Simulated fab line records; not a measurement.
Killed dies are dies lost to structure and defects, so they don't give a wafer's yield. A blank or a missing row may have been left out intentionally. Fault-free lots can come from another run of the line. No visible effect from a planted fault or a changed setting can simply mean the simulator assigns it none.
fab line records ; flow nandHarc
record: lots: 6; wafers: 18; lastDay: 33
route steps=1302 shown P_M1@315 P_M2@318 END@1302
lots with no fault: from the same line, run without faults
startH: start of the lot's first displayed wafer, in hours after the record's first day ; waitH: hours from the lot's prior step to this one ; " repeats the value in the row above ; L1.1+2: a single row standing in for several wafers ; - value missing, or start not given ; * or withheld: withheld ; < > ~ a bound
route shown NAME@n: NAME is a module with steps in the file, n the number in the route of the first one ; usual: mean/standard deviation taken from wafers without a fault ; same: alike in all rows ; chamber/n: place in a boat ; sites: readings site by site ; _std_site: the standard deviation of these ; _edge_site: mean of outer sites minus mean of inner sites ; radiusMm: how far each site lies from the wafer's centre ; mask NAME#n: copy n ; behind: the last tool/chamber to shape the wafer ; hold: why the lot was held/for how many hours/how that ended ; device: names the non-switching transistor (n, p or np) ; end of line: tests run on the same wafers once the route is complete ; a step without rows: its recipe alone ; killed: the dies lost at the first sort to structure and to defects; this is not the yield of the wafer ; map: a wafer's dies, x killed, . not, _ none there
set.NAME: the setting that was run; set.NAME@STEP: the one run at that earlier step ; model.NAME: the simulator's own value behind a step, which no gauge read
lots at selected steps of the route; one table per step, one row per wafer
services: the hour from which a tool's chamber was out of use, counted from the record's first day as startH (under 0 if before that day), plus the number of hours and why
== steps ==
step: NHARC_P_M1_INSPECT_27
usual: rawDefectCount: 313/120
lot.wafer;tool;chamber;startH;waitH;rawDefectCount
L720.1;defectInspect-01;-;150.04;0.0;516
L720.2;defectInspect-01;-;150.04;0.0;390
L720.4;defectInspect-01;-;150.04;0.0;332
L726.1;defectInspect-02;-;210.21;0.0;405
L726.2;defectInspect-02;-;210.21;0.0;191
L726.3;defectInspect-02;-;210.21;0.0;353
L728.1;defectInspect-02;-;231.87;0.0;295
L728.4;defectInspect-02;-;231.87;0.0;333
L728.5;defectInspect-02;-;231.87;0.0;332
L735.2;defectInspect-02;-;297.61;0.0;489
L735.4;defectInspect-02;-;297.61;0.0;262
L735.5;defectInspect-02;-;297.61;0.0;608
L736.1;defectInspect-02;-;311.05;0.0;168
L736.2;defectInspect-02;-;311.05;0.0;167
L736.5;defectInspect-02;-;311.05;0.0;244
L740.1;defectInspect-01;-;359.19;0.0;263
L740.2;defectInspect-01;-;359.19;0.0;360
L740.6;defectInspect-01;-;359.19;0.0;339
step: NHARC_P_M1_PRE_CLEAN_32
recipe: timeS: 12; tempC: 370; rfPowerW: 300; gas: NH3
usual: heaterPowerW: 611/120
lot.wafer;tool;chamber;startH;waitH;heaterPowerW
L720.2;pecvd-01;0;150.11;0.1;592
L720.1;pecvd-01;1;150.11;0.1;623
L720.4;pecvd-01;1;150.11;0.1;648
L726.1;pecvd-03;0;210.28;0.1;786
L726.3;pecvd-03;1;210.28;0.1;598
L726.2;pecvd-03;2;210.28;0.1;496
L728.1;pecvd-03;1;232.18;0.3;708
L728.4;pecvd-03;1;232.18;0.3;689
L728.5;pecvd-03;2;232.18;0.3;408
L735.2;pecvd-02;1;297.68;0.1;586
L735.4;pecvd-02;1;297.68;0.1;588
L735.5;pecvd-02;2;297.68;0.1;508
L736.1;pecvd-02;2;311.12;0.1;569
L736.2;pecvd-02;0;311.12;0.1;565
L736.5;pecvd-02;0;311.12;0.1;553
L740.2;pecvd-03;0;359.38;0.2;719
L740.1;pecvd-03;1;359.38;0.2;690
L740.6;pecvd-03;2;359.38;0.2;468
step: NHARC_P_M1_DEP_33
recipe: targetThkA: 300; tempC: 370; targetThkNm: 30; pressureTorr: 3; flowSccm: 200; rfW: 450; material: SiCN
usual: chamberPressureTorr: 3.000/0.0066; heaterPowerW: 554/120
lot.wafer;tool;chamber;startH;waitH;chamberPressureTorr;heaterPowerW
L720.2;pecvd-01;0;150.19;0.1;2.995;624
L720.1;pecvd-01;1;150.19;0.1;3.003;502
L720.4;pecvd-01;1;150.19;0.1;2.998;514
L726.1;pecvd-03;0;210.36;0.1;2.997;699
L726.3;pecvd-03;1;210.36;0.1;3.006;552
L726.2;pecvd-03;2;210.36;0.1;2.995;394
L728.1;pecvd-03;1;232.29;0.1;3.008;619
L728.4;pecvd-03;1;232.29;0.1;2.995;630
L728.5;pecvd-03;2;232.29;0.1;2.998;417
L735.2;pecvd-02;1;297.75;0.1;3.016;592
L735.4;pecvd-02;1;297.75;0.1;2.996;574
L735.5;pecvd-02;2;297.75;0.1;2.998;526
L736.1;pecvd-02;2;311.24;0.1;2.999;488
L736.2;pecvd-02;0;311.24;0.1;2.983;430
L736.5;pecvd-02;0;311.24;0.1;2.989;435
L740.2;pecvd-03;0;359.46;0.1;3.007;691
L740.1;pecvd-03;1;359.46;0.1;2.995;585
L740.6;pecvd-03;2;359.46;0.1;3.000;429
step: NHARC_P_M2_DEP_00
recipe: targetThkA: 1825; targetThkNm: 182.5; tempC: withheld; pressureTorr: 5; flowSccm: 200; rfW: 600; material: SiOC
step: NHARC_P_M2_DEHYDRATE_01
recipe: tempC: 150; timeS: 120
step: NHARC_P_M2_HMDS_02
recipe: timeS: 30
step: NHARC_P_M2_COAT_34
recipe: tempC: 200; timeS: 65
step: NHARC_P_M2_COAT_03
recipe: spinRpm: 1500; resistThkNm: 90
step: NHARC_P_M2_SOFTBAKE_04
recipe: tempC: 105; timeS: 55
step: NHARC_P_M2_EBR_05
step: NHARC_P_M2_EXPOSE_06
recipe: na: 1.35; targetCdNm: 170; doseMj: 80.78; maskId: P_M2
step: NHARC_P_M2_PEB_07
recipe: pebTempC: 100; pebTimeS: 65
usual: heaterPowerTotalW: 156.6/0.41; plateTempC: 99.98/0.11
lot.wafer;tool;chamber;startH;waitH;heaterPowerTotalW;plateTempC
L720.1;lithoTrack-04;0;151.22;0.1;156.9;99.94
L720.2;lithoTrack-04;0;151.22;0.1;156.4;99.90
L720.4;lithoTrack-04;0;151.22;0.1;157.0;100.16
L726.1;lithoTrack-01;0;211.53;0.1;159.6;101.69
L726.2;lithoTrack-01;0;211.53;0.1;160.6;101.50
L726.3;lithoTrack-01;0;211.53;0.1;160.3;101.66
L728.1;lithoTrack-01;0;233.42;0.1;160.1;101.88
L728.4;lithoTrack-01;0;233.42;0.1;159.8;101.83
L728.5;lithoTrack-01;0;233.42;0.1;160.2;101.77
L735.2;lithoTrack-06;0;298.92;0.1;156.8;99.89
L735.4;lithoTrack-06;0;298.92;0.1;156.1;99.94
L735.5;lithoTrack-06;0;298.92;0.1;157.2;100.01
L736.1;lithoTrack-01;0;312.41;0.1;156.1;100.28
L736.2;lithoTrack-01;0;312.41;0.1;156.2;99.91
L736.5;lithoTrack-01;0;312.41;0.1;157.1;99.86
L740.1;lithoTrack-01;0;360.63;0.1;156.8;100.04
L740.2;lithoTrack-01;0;360.63;0.1;157.2;99.92
L740.6;lithoTrack-01;0;360.63;0.1;156.8;99.75
step: NHARC_P_M2_DEVELOP_08
recipe: developTimeS: 35; devTempC: 23
step: NHARC_P_M2_CD_MEAS_09
recipe: targetCdNm: 170; landingEnergyEv: 500
usual: cdNm: 170.2/0.61
lot.wafer;tool;chamber;startH;waitH;cdNm
L720.1;cdSem-01;0;151.30;-;170.2
L720.2;cdSem-01;0;151.30;-;170.9
L720.4;cdSem-01;0;151.30;-;170.3
L726.1;cdSem-03;0;211.61;-;176.6
L726.2;cdSem-03;0;211.61;-;175.0
L726.3;cdSem-03;0;211.61;-;175.8
L728.1;cdSem-02;0;233.49;-;175.2
L728.4;cdSem-02;0;233.49;-;174.3
L728.5;cdSem-02;0;233.49;-;174.8
L735.2;cdSem-02;0;299.00;-;170.2
L735.4;cdSem-02;0;299.00;-;170.2
L735.5;cdSem-02;0;299.00;-;170.8
L736.1;cdSem-02;0;312.49;-;170.3
L736.2;cdSem-02;0;312.49;-;170.2
L736.5;cdSem-02;0;312.49;-;170.4
L740.1;cdSem-02;0;360.71;-;170.5
L740.2;cdSem-02;0;360.71;-;169.5
L740.6;cdSem-02;0;360.71;-;170.1
step: NHARC_P_M2_OVL_MEAS_10
recipe: pitchNm: 340
usual: overlayXNm: 0.0/0.76; overlayYNm: -0.2/0.84
lot.wafer;tool;chamber;startH;waitH;overlayXNm;overlayYNm
L720.1;overlay-02;-;151.38;-;-0.5;0.3
L720.2;overlay-02;-;151.38;-;-0.4;-0.2
L720.4;overlay-02;-;151.38;-;-0.5;0.6
L726.1;overlay-01;-;211.70;-;0.5;0.0
L726.2;overlay-01;-;211.70;-;0.5;0.7
L726.3;overlay-01;-;211.70;-;1.2;0.2
L728.1;overlay-01;-;233.58;-;-0.5;-1.2
L728.4;overlay-01;-;233.58;-;-1.1;-1.1
L728.5;overlay-01;-;233.58;-;-0.3;-1.3
L735.2;overlay-01;-;299.09;-;1.2;-0.3
L735.4;overlay-01;-;299.09;-;1.4;-0.6
L735.5;overlay-01;-;299.09;-;1.5;-1.1
L736.1;overlay-02;-;312.58;-;0.1;-1.7
L736.2;overlay-02;-;312.58;-;-0.1;-0.9
L736.5;overlay-02;-;312.58;-;0.1;-1.4
L740.1;overlay-02;-;360.80;-;-1.0;-1.0
L740.2;overlay-02;-;360.80;-;-1.2;-0.5
L740.6;overlay-02;-;360.80;-;-0.3;-1.1
step: NHARC_P_M2_INSPECT_11
usual: rawDefectCount: 4.1/2.3
lot.wafer;tool;chamber;startH;waitH;rawDefectCount
L720.1;defectInspect-01;-;151.42;0.0;3
L720.2;defectInspect-01;-;151.42;0.0;4
L720.4;defectInspect-01;-;151.42;0.0;3
L726.1;defectInspect-02;-;211.73;0.0;2
L726.2;defectInspect-02;-;211.73;0.0;3
L726.3;defectInspect-02;-;211.73;0.0;7
L728.1;defectInspect-01;-;233.62;0.0;3
L728.4;defectInspect-01;-;233.62;0.0;2
L728.5;defectInspect-01;-;233.62;0.0;2
L735.2;defectInspect-02;-;299.13;0.0;4
L735.4;defectInspect-02;-;299.13;0.0;2
L735.5;defectInspect-02;-;299.13;0.0;2
L736.1;defectInspect-01;-;312.62;0.0;5
L736.2;defectInspect-01;-;312.62;0.0;3
L736.5;defectInspect-01;-;312.62;0.0;3
L740.1;defectInspect-02;-;360.83;0.0;2
L740.2;defectInspect-02;-;360.83;0.0;6
L740.6;defectInspect-02;-;360.83;0.0;2
step: NHARC_P_M2_DESCUM_14
recipe: timeS: 3; o2FlowSccm: 200; arFlowSccm: 0; biasPowerW: 0; chemistry: O2
usual: drypumpMotorCurrentA: 5.7/0.48; oesProductAu: 1.000/0.0086; rfVppV: 57.6/0.78; showerheadPlenumPTorr: 1.84/0.077; throttleValvePct: 11.313/0.0099
lot.wafer;tool;chamber;startH;waitH;drypumpMotorCurrentA;oesProductAu;rfHoursCounterH;rfVppV;showerheadPlenumPTorr;throttleValvePct;model.P_M2.cdNm
L720.1;rieDiel-08;1;151.48;0.1;6.1;0.996;7.0;56.7;1.81;11.303;170.3
L720.2;rieDiel-08;3;151.48;0.1;5.4;1.019;6.3;56.8;1.79;11.312;169.9
L720.4;rieDiel-08;0;151.48;0.1;5.9;0.998;6.8;56.8;1.78;11.321;169.8
L726.2;rieDiel-05;1;211.80;0.1;6.4;1.012;8.5;58.1;1.84;11.327;175
L726.1;rieDiel-05;2;211.80;0.1;5.2;1.015;8.9;57.4;1.80;11.307;176.8
L726.3;rieDiel-05;3;211.80;0.1;4.9;0.996;8.3;56.8;1.84;11.302;174.8
L728.1;rieDiel-07;3;233.68;0.1;5.3;0.993;7.0;58.4;2.05;11.325;174.5
L728.4;rieDiel-07;1;233.68;0.1;6.5;1.005;6.7;57.7;1.84;11.297;174.5
L728.5;rieDiel-07;3;233.68;0.1;5.3;0.999;-;57.4;2.05;11.306;174.2
L735.4;rieDiel-08;0;299.19;0.1;6.0;1.005;5.3;57.1;1.78;11.299;169.8
L735.2;rieDiel-08;2;299.19;0.1;5.9;1.013;4.8;57.6;1.79;11.312;170.8
L735.5;rieDiel-08;1;299.19;0.1;6.1;1.005;-;57.2;1.81;11.309;171
L736.1;rieDiel-07;1;312.69;0.1;6.5;0.982;0.5;58.8;1.84;11.322;170.4
L736.2;rieDiel-07;2;312.69;0.1;5.6;0.986;0.5;57.9;1.82;11.306;169.3
L736.5;rieDiel-07;0;312.69;0.1;5.8;1.000;-;57.8;1.88;11.322;169.7
L740.1;rieDiel-07;3;360.89;0.1;5.2;1.008;3.1;58.5;2.05;11.326;170.5
L740.2;rieDiel-07;0;360.89;0.1;5.9;0.994;3.0;58.5;1.88;11.322;169.2
L740.6;rieDiel-07;3;360.89;0.1;5.3;1.010;-;57.4;2.05;11.310;169.4
step: NHARC_P_M2_ETCH_35
recipe: targetDepthA: 400; overetchA: 120; timeS: 43.94; ionEnergyEv: 200; n2FlowSccm: 150; h2FlowSccm: 150; arFlowSccm: 0; rfW: 400; biasW: 150; chemistry: N2/H2
usual: drypumpMotorCurrentA: 5.7/0.49; oesProductAu: 0.999/0.01; rfVppV: 428.4/2.5; showerheadPlenumPTorr: 1.96/0.082; throttleValvePct: 14.172/0.0091
lot.wafer;tool;chamber;startH;waitH;drypumpMotorCurrentA;oesProductAu;rfHoursCounterH;rfVppV;showerheadPlenumPTorr;throttleValvePct
L720.2;rieDiel-08;3;151.57;0.1;5.4;1.014;6.3;426.6;1.91;14.178
L720.4;rieDiel-08;0;151.57;0.1;6.0;0.993;6.8;425.3;1.89;14.162
L720.1;rieDiel-08;1;151.57;0.1;6.1;0.986;7.0;427.5;1.93;14.173
L726.3;rieDiel-05;3;211.88;0.1;4.8;0.994;8.3;427.6;1.96;14.167
L726.1;rieDiel-05;0;211.88;0.1;5.3;1.009;8.9;427.5;1.90;14.172
L726.2;rieDiel-05;2;211.88;0.1;5.2;1.021;9.0;427.1;1.91;14.168
L728.1;rieDiel-07;3;233.77;0.1;5.3;0.977;7.0;433.6;2.19;14.183
L728.4;rieDiel-07;0;233.77;0.1;5.8;0.984;6.7;430.7;2.00;14.170
L728.5;rieDiel-07;0;233.77;0.1;5.8;0.982;-;429.3;2.00;14.185
L735.2;rieDiel-08;2;299.27;0.1;5.9;1.000;4.8;424.9;1.90;14.172
L735.4;rieDiel-08;3;299.27;0.1;5.4;1.001;4.8;427.4;1.91;14.161
L735.5;rieDiel-08;2;299.27;0.1;5.9;1.000;-;425.9;1.90;14.156
L736.1;rieDiel-07;2;312.77;0.1;5.6;0.986;0.5;425.0;1.94;14.168
L736.2;rieDiel-07;0;312.77;0.1;5.9;0.992;0.4;429.1;2.00;14.174
L736.5;rieDiel-07;1;312.77;0.1;6.5;0.980;-;428.3;1.96;14.175
L740.1;rieDiel-07;2;360.99;0.1;5.6;0.990;2.8;427.5;1.94;14.182
L740.2;rieDiel-07;0;360.99;0.1;5.8;0.999;3.0;430.0;2.00;14.165
L740.6;rieDiel-07;2;360.99;0.1;5.6;0.996;-;427.5;1.94;14.176
step: NHARC_P_M2_ETCH_15
recipe: targetDepthA: 1825; timeS: 91.2; c4f8FlowSccm: withheld; arFlowSccm: 400; rfW: 600; biasW: 300; chemistry: C4F8/Ar
usual: oesProductAu: 0.942/0.022; rfVppV: 438.8/2.7
lot.wafer;tool;chamber;startH;waitH;oesProductAu;rfHoursCounterH;rfVppV
L720.1;rieDiel-08;1;-;-;0.909;7.0;437.2
L720.4;rieDiel-08;3;-;-;0.939;6.3;436.2
L720.2;rieDiel-08;0;-;-;0.911;6.9;436.7
L726.3;rieDiel-05;0;-;-;0.926;8.9;436.9
L726.1;rieDiel-05;2;-;-;0.942;9.0;437.1
L726.2;rieDiel-05;3;-;-;0.924;8.3;438.3
L728.1;rieDiel-07;2;-;-;0.923;7.1;438.7
L728.4;rieDiel-07;3;-;-;0.920;7.1;446.4
L728.5;rieDiel-07;3;-;-;0.932;-;445.2
L735.4;rieDiel-08;1;-;-;0.926;5.5;436.7
L735.2;rieDiel-08;2;-;-;0.941;4.8;436.0
L735.5;rieDiel-08;0;-;-;0.919;-;436.4
L736.1;rieDiel-07;2;-;-;0.968;0.5;438.7
L736.2;rieDiel-07;0;-;-;0.951;0.5;438.6
L736.5;rieDiel-07;1;-;-;0.957;-;439.6
L740.1;rieDiel-07;1;-;-;0.964;2.7;438.7
L740.2;rieDiel-07;2;-;-;0.968;2.9;439.0
L740.6;rieDiel-07;0;-;-;0.957;-;440.4
step: NHARC_P_M2_CD_MEAS_16
usual: cdNm: 170.1/0.82
lot.wafer;tool;chamber;startH;waitH;cdNm
L720.1;cdSem-03;-;151.79;-;170.5
L720.2;cdSem-03;-;151.79;-;169.9
L720.4;cdSem-03;-;151.79;-;170.1
L726.1;cdSem-01;-;212.10;-;176.8
L726.2;cdSem-01;-;212.10;-;174.7
L726.3;cdSem-01;-;212.10;-;174.5
L728.1;cdSem-02;-;233.99;-;174.4
L728.4;cdSem-02;-;233.99;-;174.8
L728.5;cdSem-02;-;233.99;-;174.3
L735.2;cdSem-01;-;299.50;-;171.0
L735.4;cdSem-01;-;299.50;-;169.8
L735.5;cdSem-01;-;299.50;-;171.2
L736.1;cdSem-03;-;312.98;-;171.4
L736.2;cdSem-03;-;312.98;-;168.9
L736.5;cdSem-03;-;312.98;-;169.6
L740.1;cdSem-01;-;361.20;-;170.9
L740.2;cdSem-01;-;361.20;-;169.1
L740.6;cdSem-01;-;361.20;-;170.1
step: NHARC_P_M2_STRIP_18
recipe: powerW: 1000; n2FlowSccm: 150; h2FlowSccm: 150; arFlowSccm: 0; biasW: 0; chemistry: N2/H2
usual: drypumpMotorCurrentA: 5.8/0.46; oesProductAu: 0.999/0.0087; rfVppV: 90.1/1; showerheadPlenumPTorr: 1.95/0.077; throttleValvePct: 14.171/0.01
lot.wafer;tool;chamber;startH;waitH;drypumpMotorCurrentA;oesProductAu;rfHoursCounterH;rfVppV;showerheadPlenumPTorr;throttleValvePct
L720.2;rieDiel-07;0;151.86;0.1;5.8;0.987;1.7;88.5;2.00;14.172
L720.1;rieDiel-07;1;151.86;0.1;6.5;0.992;1.7;89.7;1.96;14.169
L720.4;rieDiel-07;2;151.86;0.1;5.6;0.979;1.3;89.9;1.94;14.172
L726.3;rieDiel-07;1;212.20;0.1;6.5;0.998;5.9;90.8;1.96;14.185
L726.1;rieDiel-07;2;212.20;0.1;5.6;0.999;6.5;90.2;1.94;14.169
L726.2;rieDiel-07;3;212.20;0.1;5.3;0.993;6.4;91.6;2.19;14.178
L728.1;rieDiel-08;2;234.06;0.1;5.9;1.010;1.8;91.1;1.90;14.184
L728.4;rieDiel-08;0;234.06;0.1;5.9;1.015;2.6;90.3;1.89;14.172
L728.5;rieDiel-08;2;234.06;0.1;5.9;1.004;-;89.4;1.90;14.162
L735.2;rieDiel-08;1;299.62;0.1;6.1;1.001;5.5;89.1;1.93;14.163
L735.4;rieDiel-08;2;299.62;0.1;5.9;1.005;4.9;90.8;1.90;14.164
L735.5;rieDiel-08;0;299.62;0.1;6.0;1.000;-;90.0;1.89;14.166
L736.1;rieDiel-05;0;313.05;0.1;5.3;1.001;2.5;90.2;1.90;14.169
L736.2;rieDiel-05;1;313.05;0.1;6.4;0.997;3.4;89.8;1.95;14.170
L736.5;rieDiel-05;1;313.05;0.1;6.5;1.016;-;89.2;1.95;14.159
L740.1;rieDiel-08;1;361.27;0.1;6.1;0.994;9.1;91.2;1.92;14.166
L740.2;rieDiel-08;3;361.27;0.1;5.4;0.994;8.0;91.0;1.91;14.180
L740.6;rieDiel-08;2;361.27;0.1;5.9;1.001;-;89.4;1.90;14.169
step: NHARC_P_M2_ETCH_28
recipe: targetDepthA: 300; overEtchFrac: 0.3; timeS: 72.99; ionEnergyEv: 150; cf4FlowSccm: 50; n2FlowSccm: 100; arFlowSccm: 150; rfW: 300; biasW: 100; chemistry: CF4/N2
usual: drypumpMotorCurrentA: 5.7/0.46; oesProductAu: 1.000/0.009; rfVppV: 312.4/1.8; showerheadPlenumPTorr: 2.52/0.094; throttleValvePct: 19.794/0.0091
lot.wafer;tool;chamber;startH;waitH;drypumpMotorCurrentA;oesProductAu;rfHoursCounterH;rfVppV;showerheadPlenumPTorr;throttleValvePct;model.P_M2.cdNm
L720.2;rieDiel-07;2;-;-;5.6;0.989;1.3;311.1;2.51;19.785;168.9
L720.1;rieDiel-07;0;-;-;5.8;0.995;1.7;314.5;2.58;19.778;170.4
L720.4;rieDiel-07;1;-;-;6.5;0.996;1.7;313.0;2.53;19.800;170.4
L726.3;rieDiel-07;0;-;-;5.8;0.999;5.9;313.2;2.58;19.799;175.1
L726.2;rieDiel-07;1;-;-;6.5;1.000;6.0;313.2;2.53;19.773;175.2
L726.1;rieDiel-07;2;-;-;5.6;0.996;6.5;312.3;2.51;19.796;176.8
L728.4;rieDiel-08;0;-;-;6.0;1.014;2.6;311.3;2.45;19.790;174.5
L728.1;rieDiel-08;2;-;-;5.9;1.014;1.8;311.5;2.46;19.799;174.5
L728.5;rieDiel-08;3;-;-;5.4;1.012;-;311.5;2.47;19.794;174.6
L735.4;rieDiel-08;0;-;-;5.9;0.999;5.4;311.4;2.45;19.808;170.2
L735.2;rieDiel-08;1;-;-;6.1;0.995;5.6;312.1;2.49;19.797;171.2
L735.5;rieDiel-08;2;-;-;5.9;1.005;-;311.1;2.46;19.792;171
L736.1;rieDiel-05;0;-;-;5.3;0.993;2.5;312.2;2.46;19.789;171.1
L736.2;rieDiel-05;1;-;-;6.4;1.011;3.5;312.6;2.53;19.809;169
L736.5;rieDiel-05;3;-;-;4.9;1.007;-;312.2;2.53;19.796;170.4
L740.1;rieDiel-08;2;-;-;5.9;1.010;8.4;311.4;2.46;19.808;171.4
L740.2;rieDiel-08;0;-;-;5.9;0.994;7.0;310.3;2.45;19.803;169.8
L740.6;rieDiel-08;2;-;-;5.9;1.009;-;311.9;2.46;19.795;170.1
step: NHARC_P_M2_STRIP_19
recipe: timeS: 600; tempC: 30; chemistry: postEtchResidueRemover
step: NHARC_END_SORT_01
recipe: tempC: 25
usual: defectLimitedYield: 91.9/2.9; killedAtArray: 50/20; killedAtOther: 1.2/1.5; killedAtPeriphery: 3.6/2.6; killedDies: 55/20; killedOpen: 3.4/2; killedShort: 2.7/1.6; sort_bin_2_pct: 2.9/1.3; sort_bin_3_pct: 0.6/0.38; sort_bin_4_pct: 4.6/1.6; sortNPass: 622/20; sortRimYieldPct: 93/3.8; sortYieldPct: 91.9/2.9
same: grossDies: 677; sort_bin_5_pct[%]: 0; sort_bin_6_pct[%]: 0; sort_bin_7_pct[%]: 0; sort_bin_8_pct[%]: 0; sortRimNGross: 106.00
lot.wafer;tool;chamber;startH;waitH;defectLimitedYield[%];killedAtArray;killedAtOther;killedAtPeriphery;killedDies;killedOpen;killedShort;sort_bin_2_pct[%];sort_bin_3_pct[%];sort_bin_4_pct[%];sortNPass;sortRimYieldPct[%];sortYieldPct[%]
L726.1;prober-01;0;645.21;2.5;94.7;32;0;4;36;5;4;1.3;0.4;3.5;641;98;94.7
L726.2;prober-01;0;646.01;2.8;96.2;24;0;2;26;0;3;1.2;0.3;2.4;651;92;96.2
L726.3;prober-01;0;646.80;3.1;96.2;22;1;3;26;5;1;0.9;0.3;2.7;651;94;96.2
L728.1;prober-02;0;664.36;2.5;92.8;47;1;1;49;3;3;2.2;1.0;4.0;628;95;92.8
L728.4;prober-02;0;666.81;3.5;91.9;52;1;2;55;4;2;3.5;0.4;4.1;622;95;91.9
L728.5;prober-02;0;667.63;3.8;91.6;54;0;3;57;4;1;3.2;0.7;4.4;620;96;91.6
L735.2;prober-01;0;716.19;2.8;92.0;45;3;6;54;6;4;3.4;0.4;4.1;623;92;92.0
L735.4;prober-01;0;717.79;3.4;96.2;21;2;3;26;3;3;1.3;0.1;2.4;651;90;96.2
L735.5;prober-01;0;718.59;3.7;91.3;54;2;3;59;5;2;2.2;0.7;5.8;618;92;91.3
killed by level:class
L726.1 A_CHANNEL_HOLE_D2:chamberFilmFlake=16 P_CONTACT:geometricParticle:open=2 A_STAIRCASE:chamberFilmFlake=2 A_WL_FILL:chamberFilmFlake=2 A_CONTACT:chamberFilmFlake=2 A_M0:chamberFilmFlake=2 P_M0:geometricParticle:short=1 A_ONON_D1:geometricParticle:short=1
L726.2 A_CHANNEL_HOLE_D2:chamberFilmFlake=8 A_M0:chamberFilmFlake=5 A_STAIRCASE:chamberFilmFlake=4 A_CHANNEL_HOLE_D1:chamberFilmFlake=3 P_GATE:geometricParticle:short=1 A_CHANNEL_FILL_D1:geometricParticle:short=1 A_ONON_D2:geometricParticle:short=1 P_ZERO_WELL:chamberFilmFlake=1
L726.3 A_CHANNEL_HOLE_D1:chamberFilmFlake=7 A_WL_FILL:chamberFilmFlake=5 P_CONTACT:chamberFilmFlake=2 A_CHANNEL_HOLE_D2:chamberFilmFlake=2 A_STAIRCASE:chamberFilmFlake=2 P_CONTACT:geometricParticle:open=1 A_WL_FILL:geometricParticle:open=1 A_CONTACT:geometricParticle:open=1
L728.1 A_CHANNEL_HOLE_D1:chamberFilmFlake=30 A_CONTACT:chamberFilmFlake=6 A_SLIT:chamberFilmFlake=2 P_CONTACT:geometricParticle:open=1 A_DECK1_JOINT:geometricParticle:short=1 A_ONON_D2:geometricParticle:short=1 A_ONON_D2:geometricParticle:open=1 A_CHANNEL_FILL_D2:geometricParticle:open=1
L728.4 A_CHANNEL_HOLE_D1:chamberFilmFlake=35 A_CONTACT:chamberFilmFlake=7 A_SLIT:chamberFilmFlake=4 P_CONTACT:geometricParticle:open=2 A_CHANNEL_FILL_D2:geometricParticle:short=2 A_CHANNEL_FILL_D2:geometricParticle:open=2 A_CHANNEL_FILL_D1:chamberFilmFlake=1 A_CHANNEL_HOLE_D2:chamberFilmFlake=1
L728.5 A_CHANNEL_HOLE_D1:chamberFilmFlake=38 A_CONTACT:chamberFilmFlake=9 A_CHANNEL_HOLE_D2:chamberFilmFlake=2 P_STI:geometricParticle:short=1 P_CONTACT:geometricParticle:open=1 A_CHANNEL_FILL_D1:geometricParticle:open=1 A_SGD_CUT:geometricParticle:open=1 A_BLC:geometricParticle:open=1
L735.2 A_SLIT:chamberFilmFlake=30 A_CHANNEL_HOLE_D1:chamberFilmFlake=3 A_CONTACT:chamberFilmFlake=3 P_M0:geometricParticle:open=2 A_M0:geometricParticle:open=2 P_CONTACT:chamberFilmFlake=2 THIN_TSV:chamberFilmFlake=2 P_CONTACT:geometricParticle:short=1
L735.4 A_SLIT:chamberFilmFlake=9 A_WL_FILL:chamberFilmFlake=3 A_CHANNEL_HOLE_D1:chamberFilmFlake=2 A_CHANNEL_HOLE_D2:chamberFilmFlake=2 THIN_TSV:chamberFilmFlake=2 P_CONTACT:geometricParticle:open=1 P_M0:geometricParticle:short=1 P_M2:geometricParticle:open=1
L735.5 A_SLIT:chamberFilmFlake=35 A_CHANNEL_HOLE_D1:chamberFilmFlake=5 A_WL_FILL:chamberFilmFlake=3 A_BLC:chamberFilmFlake=3 P_CONTACT:geometricParticle:open=2 A_CONTACT:chamberFilmFlake=2 THIN_TSV:chamberFilmFlake=2 A_ONON_D1:geometricParticle:open=1
== services ==
tool;chamber;startH;hours;kind
rieDiel-05;-;127.85;3.1;repair
pecvd-01;-;130.23;13.0;pm
lithoTrack-01;-;155.00;7.0;pm
pecvd-03;-;171.53;0.3;repair
rieDiel-05;3;181.98;7.8;repair
pecvd-03;-;185.01;13.0;pm
rieDiel-08;-;190.80;9.0;pm
pecvd-01;2;191.76;5.7;repair
rieDiel-05;3;219.98;10.7;repair
pecvd-02;-;227.47;13.0;pm
rieDiel-05;-;229.66;9.0;pm
rieDiel-05;2;246.64;15.6;repair
pecvd-02;-;261.23;1.9;repair
pecvd-01;2;265.00;2.1;repair
pecvd-03;-;265.50;1.8;repair
rieDiel-08;2;267.90;7.1;repair
rieDiel-05;0;278.54;11.5;repair
rieDiel-07;3;291.53;15.1;repair
rieDiel-07;-;294.24;9.0;pm
pecvd-01;-;311.27;13.0;pm
lithoTrack-01;-;330.00;7.0;pm
pecvd-03;-;339.29;1.7;repair
rieDiel-08;0;347.29;13.9;repair
pecvd-02;1;349.80;28.0;repair
== key ==
firstSign: step: NHARC_P_M2_PEB_07; reading: plateTempC; direction: up; sigmas: 15; usual: *; struck: *
effect: step: NHARC_P_M2_PEB_07; reading: heaterPowerTotalW; direction: up; sigmas: 8.5; usual: *; struck: *
effect: step: NHARC_P_M2_CD_MEAS_09; reading: cdNm; direction: up; sigmas: 8.4; usual: 170.2; struck: 175.3; through: controlLoop
effect: step: NHARC_P_M2_CD_MEAS_16; reading: cdNm; direction: up; sigmas: 5.9; usual: 170.1; struck: 174.9; through: controlLoop
modelEffect: step: NHARC_P_M2_DESCUM_14; value: P_M2.cdNm; without: 170; struck: 175
modelEffect: step: NHARC_P_M2_ETCH_28; value: P_M2.cdNm; without: 170.1; struck: 175.1
metAt NHARC_P_M2_PEB_07
struckWafers L726.1,L726.2,L726.3,L728.1,L728.4,L728.5
loopTrim: step: NHARC_P_M2_EXPOSE_06; setting: dose; lots: L728
fault: kind: processParameterDrift; tool: lithoTrack-01; chamber: -; onsetH: 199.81; steps: NHARC_P_M2_PEB_07; channel: pebTempC; offset: *; shape: step; endH: 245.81; actsIn: *; stated: *
loopTrim: a control loop set the setting to another value than it would have without faults
